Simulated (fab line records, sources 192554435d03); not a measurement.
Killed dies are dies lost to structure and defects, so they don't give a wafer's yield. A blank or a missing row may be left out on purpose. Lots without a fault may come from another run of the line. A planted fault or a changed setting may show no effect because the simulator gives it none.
Chamber matching | flow n5_finfet | N5_BEOL_M9_ETCH_62 on rie_diel-01: 4 sister chambers
The step etches SOC in N2/H2, target depth 110 nm, overetch 22 nm, time 165 s. 8 wafers are shown with their chamber, then 7 later ones without.

WAFERS WITH THEIR CHAMBER
wafer  | chamber | drypump_motor_current_A (A) | showerhead_plenum_p_Torr (Torr)
L075.1 | 3       | 5.7                         | 2.51
L076.3 | 1       | 6.4                         | 2.41
L086.6 | 1       | 6.4                         | 2.40
L092.1 | 0       | 5.3                         | 2.55
L092.2 | 3       | 5.7                         | 2.50
L092.4 | 2       | 5.9                         | 2.45
L094.1 | 2       | 5.8                         | 2.45
L094.3 | 0       | 5.3                         | 2.55

WAFERS WITHOUT THEIR CHAMBER
wafer  | drypump_motor_current_A (A) | showerhead_plenum_p_Torr (Torr)
L094.4 | 5.3                         | 2.55
L091.1 | 5.3                         | 2.54
L091.2 | 5.9                         | 2.45
L091.4 | 5.8                         | 2.49
L097.3 | 5.8                         | 2.45
L097.5 | 5.7                         | 2.49
L097.6 | 5.3                         | 2.54

WHICH CHAMBER EACH WENT THROUGH
wafer  | from the rows above | in truth
L094.4 | 0                   | 0
L091.1 | 0                   | 0
L091.2 | 2                   | 2
L091.4 | 3                   | 3
L097.3 | 2                   | 2
L097.5 | 3                   | 3
L097.6 | 0                   | 0
Placed correctly: 7 of 7. Can't be placed from these rows: 0. Placed wrongly: 0.
How it was worked out, from the rows above alone: a wafer's distance from a chamber is the root of the sum, over the readings, of the square of ((its reading less the chamber's mean) divided by the reading's scatter). The wafer belongs to the nearest chamber; if the next one is less than 2 further off, it can't be placed. A chamber's mean is the mean of its shown wafers. The scatter: the root of (the sum of the squares of (reading less its chamber's mean) over the shown wafers, divided by (wafers less chambers)).
